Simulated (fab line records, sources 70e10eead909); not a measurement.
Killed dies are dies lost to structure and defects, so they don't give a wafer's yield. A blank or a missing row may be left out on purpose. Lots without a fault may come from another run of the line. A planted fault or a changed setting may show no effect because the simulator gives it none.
A struck lot beside a sound one | flow nand_harc | 14 steps out of a route of 1302
Sound: wafers L100.3, L100.4, L100.6. Struck: wafers L108.2, L108.4, L108.5. The cause comes at the end.
At each step with rows: each side's tool, then ch and its chambers, then its first start. Under that, the readings that differ: sound wafers | struck wafers | difference of the means | sigmas: that difference in standard deviations of wafers without a fault.
alike: readings whose means differ by less than 2 such deviations, and words and numbers that are the same on both sides. not compared: withheld readings, readings that some wafer has no value for, bounds like >300 that may hide the same value, and numbers for which the record gives no deviation and whose values overlap.
The two part at a step that has a row with sigmas, a row that says differs or no value, or rows on one side only. Numbers that don't overlap but have no deviation are shown without sigmas and don't part them. A reading that every wafer of one side lacks parts them only if that side has two wafers or more.

first, 1 step without rows for these wafers: NHARC_A_SLIT_STRIP_28 (strips in O2/COS).
NHARC_A_SLIT_ETCH_29: etches the open film in CF4/O2, target depth 100 nm, overetch 10 nm, time 55 s.
  sound on rie_diel-06 ch 1,2,3, day 20 12:08; struck on rie_diel-13 ch 0,2,3, day 23 03:25
  alike: drypump_motor_current_A, oes_product_au, rf_vpp_V, showerhead_plenum_p_Torr, throttle_valve_pct
  not compared: rf_hours_counter_h
NHARC_A_SLIT_STRIP_18: strips in O2.
  sound on rie_diel-06 ch 1,3; struck on rie_diel-13 ch 0,1,3
  alike: drypump_motor_current_A, oes_product_au, rf_vpp_V, showerhead_plenum_p_Torr, throttle_valve_pct
  not compared: rf_hours_counter_h
then, 2 steps without rows for these wafers: NHARC_A_SLIT_PRECLEAN_19 (cleans in SC1); NHARC_A_SLIT_SRD_20.
NHARC_A_SLIT_CD_MEAS_21:
  sound on cd_sem-01, day 20 12:40; struck on cd_sem-01, day 23 03:56
  alike: cd_nm
then, 3 steps without rows for these wafers: NHARC_A_SIN_REMOVE_WET_00 (chemistry H3PO4, time 15300 s); NHARC_A_SIN_REMOVE_PRECLEAN_01 (cleans in SC1); NHARC_A_SIN_REMOVE_SRD_02.
NHARC_A_SIN_REMOVE_INSPECT_04:
  sound on defect_inspect-02, day 20 19:20; struck on defect_inspect-01, day 23 10:29
  alike: raw_defect_count
NHARC_A_WL_FILL_ALD_00: deposits Al2O3, target thk 3 nm, pulse time 3 s, ald cycles 30.
  sound on ald_hk-04 ch 1,2, day 20 19:25; struck on ald_hk-01 ch 0,3, day 23 12:31
  alike: heater_power_w, precursor_pulse_height_rel
  not compared: since_wet_clean_h
NHARC_A_WL_FILL_RTA_01: time 5 s.
  sound on rtp_anneal-01 ch 0, day 20 19:44; struck on rtp_anneal-02 ch 0, day 23 12:50
  reading             | sound                | struck            | difference | sigmas
  lamp_power_pct (%)  | 27.7 27.7 27.7       | 24.4 24.4 24.4    | -3.3       | -11
  lamp_zone_1_pct (%) | 27.8 27.7 27.7       | 24.3 24.3 24.4    | -3.4       | -11
  lamp_zone_2_pct (%) | 27.7 27.7 27.7       | 24.4 24.4 24.3    | -3.3       | -11
  lamp_zone_3_pct (%) | 27.7 27.7 27.7       | 24.4 24.4 24.4    | -3.3       | -11
  lamp_zone_4_pct (%) | 27.7 27.8 27.8       | 24.3 24.4 24.3    | -3.4       | -11
  lamp_zone_5_pct (%) | 27.8 27.8 27.7       | 24.4 24.4 24.4    | -3.4       | -11
  lamp_zone_6_pct (%) | 27.7 27.7 27.7       | 24.3 24.3 24.3    | -3.4       | -11
  lamp_zone_7_pct (%) | 28.2 28.2 28.2       | 24.8 24.9 24.9    | -3.3       | -11
  wafer_temp_C_max    | 1008.0 1007.3 1006.7 | 969.4 967.7 970.0 | -38.3      | -26
NHARC_A_WL_FILL_ALD_02: deposits TiN, target thk 2 nm, pulse time 3 s, ald cycles 100.
  sound on ald_metal-03 ch 0,3, day 20 19:54; struck on ald_metal-01 ch 0,1, day 23 13:04
  alike: heater_power_w, precursor_pulse_height_rel
  not compared: since_wet_clean_h
-- the record jumps here: 4 days lie between the struck wafers' starts before and after (it left off in module A_WL_FILL and takes up again in module END, whose first step shown is number 1302 of the route) --
NHARC_END_SORT_01:
  sound on prober-01 ch 0, day 25 05:16; struck on prober-01 ch 0, day 27 17:38
  reading             | sound | struck | difference | sigmas
  killed_at_periphery | 2 3 2 | 7 10 6 | +5         | +2
  alike: killed_at_array, killed_at_other, killed_dies, killed_open, killed_short

WHERE THEY PART
First at NHARC_A_WL_FILL_RTA_01; last, within this record, at NHARC_END_SORT_01.

WHY: what the simulator had put in
Process parameter drift: rtp_anneal-02, from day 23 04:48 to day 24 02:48, at NHARC_A_WL_FILL_RTA_01. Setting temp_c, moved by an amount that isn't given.
